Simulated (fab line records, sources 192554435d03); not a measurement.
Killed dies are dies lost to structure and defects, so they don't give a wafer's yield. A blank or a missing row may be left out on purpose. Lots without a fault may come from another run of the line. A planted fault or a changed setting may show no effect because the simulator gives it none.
Chamber matching | flow n5_finfet | N5_BEOL_M10_DEP_56 on pecvd-03: 3 sister chambers
The step deposits SiCN from 3MS/NH3, target thk 15 nm, time 26.5 s. 6 wafers are shown with their chamber, then 8 later ones without.

WAFERS WITH THEIR CHAMBER
wafer  | chamber | throttle_valve_pct (%) | showerhead_plenum_p_Torr (Torr)
L079.3 | 2       | 8.7                    | 3.649
L081.4 | 0       | 9.1                    | 3.645
L081.5 | 2       | 8.9                    | 3.653
L088.1 | 0       | 9.2                    | 3.648
L088.5 | 1       | 10.5                   | 3.663
L089.1 | 1       | 10.1                   | 3.659

WAFERS WITHOUT THEIR CHAMBER
wafer  | throttle_valve_pct (%) | showerhead_plenum_p_Torr (Torr)
L089.2 | 9.2                    | 3.650
L089.6 | 10.1                   | 3.653
L092.1 | 10.2                   | 3.664
L092.3 | 9.2                    | 3.651
L092.4 | 10.1                   | 3.654
L093.2 | 9.3                    | 3.641
L093.4 | 10.3                   | 3.657
L093.5 | 9.3                    | 3.653

WHICH CHAMBER EACH WENT THROUGH
wafer  | from the rows above     | in truth
L089.2 | can't be placed: 0 or 2 | 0
L089.6 | 1                       | 1
L092.1 | 1                       | 1
L092.3 | can't be placed: 0 or 2 | 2
L092.4 | 1                       | 1
L093.2 | 0                       | 0
L093.4 | 1                       | 1
L093.5 | can't be placed: 0 or 2 | 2
Placed correctly: 5 of 8. Can't be placed from these rows: 3 (the true chamber is among the candidates in 3). Placed wrongly: 0.
How it was worked out, from the rows above alone: a wafer's distance from a chamber is the root of the sum, over the readings, of the square of ((its reading less the chamber's mean) divided by the reading's scatter). The wafer belongs to the nearest chamber; if the next one is less than 2 further off, it can't be placed. A chamber's mean is the mean of its shown wafers. The scatter: the root of (the sum of the squares of (reading less its chamber's mean) over the shown wafers, divided by (wafers less chambers)).
